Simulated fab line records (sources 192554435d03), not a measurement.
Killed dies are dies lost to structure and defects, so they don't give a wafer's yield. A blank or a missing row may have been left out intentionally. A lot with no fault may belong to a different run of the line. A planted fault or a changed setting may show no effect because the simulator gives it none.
Split-lot experiment + flow n5-finfet + 21 wafers read across 7 lots, on a route 1938 steps long

## THE SPLIT ITSELF
At N5_BEOL_M5_COAT_74 (time 60 s, resist thk 5 nm), the setting spin-rpm was moved away from the recipe's 1500 rpm on 9 of the 21 wafers read, by -10.9% to +9.1%. This setting was run at the recipe's value on the other wafers.

## FROM THE SPLIT TO THE READING: what the file shows between them, 3 steps
- N5_BEOL_M5_COAT_22: resist thk 30 nm
- N5_BEOL_M5_EBR_24
- N5_BEOL_M5_DESCUM_33: chemistry O2, time 7 s

## THE READING
etch.depth-nm (the simulator's own value, which no gauge read), in nm, at N5_BEOL_M5_ETCH_75 (etches underlayer in N2/H2, target depth 6.5 nm, time 5.2 s). The file gives no usual value for it. The 12 wafers here that ran the recipe average 5.004 nm, standard deviation 0.0097 nm.

| wafer  | tool, chamber at the split | spin-rpm as run, rpm | against the recipe | etch.depth-nm, nm | against lot-mates on the recipe |
|--------|----------------------------|----------------------|--------------------|-------------------|---------------------------------|
| L075.1 | litho-track-04, 0          | 1500                 | recipe             | 5.015             | -                               |
| L075.2 | litho-track-04, 0          | 1389                 | -7.4%              | 5.203             | +0.191                          |
| L075.4 | litho-track-04, 0          | 1500                 | recipe             | 5.01              | -                               |
| L081.2 | litho-track-05, 0          | 1500                 | recipe             | 5.006             | -                               |
| L081.4 | litho-track-05, 0          | 1500                 | recipe             | 5.012             | -                               |
| L081.6 | litho-track-05, 0          | 1500                 | recipe             | 4.999             | -                               |
| L084.1 | litho-track-05, 0          | 1636                 | +9.1%              | 4.785             | -0.211                          |
| L084.5 | litho-track-05, 0          | 1500                 | recipe             | 4.996             | -                               |
| L084.6 | litho-track-05, 0          | 1636                 | +9.1%              | 4.776             | -0.220                          |
| L086.1 | litho-track-05, 0          | 1451                 | -3.3%              | 5.076             | +0.068                          |
| L086.4 | litho-track-05, 0          | 1500                 | recipe             | 5.008             | -                               |
| L086.5 | litho-track-05, 0          | 1451                 | -3.3%              | 5.093             | +0.085                          |
| L090.1 | litho-track-05, 0          | 1430                 | -4.7%              | 5.137             | +0.125                          |
| L090.2 | litho-track-05, 0          | 1430                 | -4.7%              | 5.126             | +0.114                          |
| L090.4 | litho-track-05, 0          | 1500                 | recipe             | 5.012             | -                               |
| L095.1 | litho-track-04, 0          | 1500                 | recipe             | 5.001             | -                               |
| L095.2 | litho-track-04, 0          | 1500                 | recipe             | 5.01              | -                               |
| L095.3 | litho-track-04, 0          | 1500                 | recipe             | 4.996             | -                               |
| L096.1 | litho-track-01, 0          | 1336                 | -10.9%             | 5.284             | +0.305                          |
| L096.2 | litho-track-01, 0          | 1500                 | recipe             | 4.979             | -                               |
| L096.6 | litho-track-01, 0          | 1336                 | -10.9%             | 5.288             | +0.309                          |

FIT RESULTS
A straight line over all 21 wafers: etch.depth-nm changes by -0.0255 nm for each +1% of spin-rpm; r = -1.00; the points scatter about the line by 0.0095 nm.
The same after taking each lot's own level away (the mean of its wafers on the recipe; 21 wafers): -0.0259 nm for each +1%; r = -1.00; scatter 0.011 nm.
The reading moves by 0.28 nm for the largest change in spin-rpm, on that fit.
Across the lots, their own levels run from 4.9790 to 5.0125 nm, a range of 3.5 times the standard deviation given above.
The two slopes agree, so the slope changes little with the lot-to-lot level.
Check: with one of the wafers moved furthest among these (-10.9%) left out of the fit, the line predicts +0.281 nm for it against its lot-mates. It came out at +0.305 nm against them.

## THE FILE'S OWN FIT
etch.depth-nm changes by -0.026 nm for each +1% of spin-rpm, r = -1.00.
